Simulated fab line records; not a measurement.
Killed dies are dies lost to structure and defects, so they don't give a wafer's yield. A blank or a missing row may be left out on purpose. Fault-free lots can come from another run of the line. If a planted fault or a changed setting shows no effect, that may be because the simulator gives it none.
Matching of chambers ; flow n5 finfet ; pecvd-03 running N5_BEOL_M10_DEP_56: 3 sister chambers
The step deposits SiCN from 3MS/NH3, target thk 15 nm, time 26.5 s. 6 wafers are shown with their chamber, then 7 later ones without.

WAFERS, EACH WITH ITS CHAMBER
wafer;chamber;showerhead plenum p Torr (Torr);throttle valve pct (%)
L079.4;0;3.657;9.5
L084.5;2;3.646;9.3
L089.5;2;3.650;9.2
L089.6;1;3.674;8.7
L091.2;1;3.676;9.1
L091.5;0;3.655;9.8

WAFERS WITH NO CHAMBER GIVEN
wafer;showerhead plenum p Torr (Torr);throttle valve pct (%)
L091.6;3.650;9.3
L092.1;3.642;9.2
L092.2;3.663;9.9
L092.4;3.670;9.6
L096.1;3.661;9.5
L096.4;3.679;8.9
L096.5;3.639;8.9

THE CHAMBER EACH PASSED THROUGH
wafer;from the rows above;in truth
L091.6;2;2
L092.1;2;2
L092.2;0;0
L092.4;1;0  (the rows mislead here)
L096.1;0;0
L096.4;1;1
L096.5;2;2
6 of 7 placed correctly. Can't be placed from these rows: 0. 1 placed wrongly.
How it was worked out, from the rows above alone: a wafer's distance from a chamber is the root of the sum, over the readings, of the square of ((its reading less the chamber's mean) divided by the reading's scatter). If the next closest chamber is less than 2 further off than the closest, the wafer can't be placed; otherwise it belongs to the closest. The mean given for a chamber averages the wafers shown for that chamber. How the scatter is found: for the shown wafers, subtract from each reading the mean of its chamber, square and add these, divide the total by (wafers less chambers), then take the root.
